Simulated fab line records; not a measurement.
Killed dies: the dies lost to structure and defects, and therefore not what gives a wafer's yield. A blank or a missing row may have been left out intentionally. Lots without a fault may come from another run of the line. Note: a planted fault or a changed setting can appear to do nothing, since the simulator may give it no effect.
Matching of chambers	flow n5Finfet	N5_SDB_ETCH_17 on rieDiel-04 has 4 sister chambers
The step etches SiARC in CF4, target depth 23.4 nm, time 39 s. 4 wafers are shown with their chamber, then 10 later ones without.

== EACH WAFER AND ITS CHAMBER ==
wafer	chamber	drypumpMotorCurrentA (A)
L081.3	3	5.8
L087.6	2	5.4
L091.1	0	5.1
L091.2	1	6.5

== WAFERS WITHOUT THEIR CHAMBER ==
wafer	drypumpMotorCurrentA (A)
L091.4	5.9
L093.2	5.4
L093.3	5.8
L093.5	5.5
L095.1	5.4
L095.3	6.5
L095.5	5.5
L096.1	6.5
L096.5	5.9
L096.6	6.5

== CHAMBER TAKEN BY EACH ==
wafer	from the rows above	in truth
L091.4	3	3
L093.2	2	2
L093.3	3	3
L093.5	2	2
L095.1	2	2
L095.3	1	1
L095.5	2	2
L096.1	1	1
L096.5	3	3
L096.6	1	1
Correctly placed: 10 of 10. Left unplaced by these rows: 0. Placed wrongly: 0.
How it was worked out, from the rows above alone: a wafer's distance from a chamber is the root of the sum, over the readings, of the square of ((its reading less the chamber's mean) divided by the reading's scatter). The wafer belongs to the nearest chamber; if the next one is less than 2 further off, it can't be placed. A chamber's mean is the mean of its shown wafers. The scatter: root of mean squared gap, hidden wafer to nearest shown wafer, with one shown wafer a chamber.
